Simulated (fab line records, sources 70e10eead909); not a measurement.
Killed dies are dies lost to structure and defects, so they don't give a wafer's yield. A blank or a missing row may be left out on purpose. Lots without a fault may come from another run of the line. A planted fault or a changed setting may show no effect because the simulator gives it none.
Chamber matching | flow nand_harc | NHARC_A_STAIRCASE_ALD_420 on ald_hk-03: 4 sister chambers
The step deposits SiO2, target thk 20 nm, pulse time 6 s, ald cycles 200. 4 wafers are shown with their chamber, then 11 later ones without.

WAFERS WITH THEIR CHAMBER
wafer  | chamber | heater_power_w (W)
L082.3 | 1       | 459
L082.6 | 2       | 571
L082.4 | 0       | 477
L087.1 | 3       | 457

WAFERS WITHOUT THEIR CHAMBER
wafer  | heater_power_w (W)
L087.2 | 451
L087.4 | 559
L085.2 | 456
L085.3 | 550
L085.5 | 460
L090.1 | 453
L090.3 | 573
L090.5 | 567
L094.1 | 480
L094.2 | 562
L094.5 | 543

WHICH CHAMBER EACH WENT THROUGH
wafer  | from the rows above          | in truth
L087.2 | can't be placed: 3 or 1 or 0 | 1
L087.4 | 2                            | 2
L085.2 | can't be placed: 3 or 1 or 0 | 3
L085.3 | 2                            | 2
L085.5 | can't be placed: 1 or 3 or 0 | 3
L090.1 | can't be placed: 3 or 1 or 0 | 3
L090.3 | 2                            | 2
L090.5 | 2                            | 2
L094.1 | can't be placed: 0 or 1 or 3 | 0
L094.2 | 2                            | 2
L094.5 | 2                            | 2
Placed correctly: 6 of 11. Can't be placed from these rows: 5 (the true chamber is among the candidates in 5). Placed wrongly: 0.
How it was worked out, from the rows above alone: a wafer's distance from a chamber is the root of the sum, over the readings, of the square of ((its reading less the chamber's mean) divided by the reading's scatter). The wafer belongs to the nearest chamber; if the next one is less than 2 further off, it can't be placed. A chamber's mean is the mean of its shown wafers. The scatter: with one shown wafer a chamber, the root of the mean of the squares of how far each hidden wafer lies from its nearest shown one.
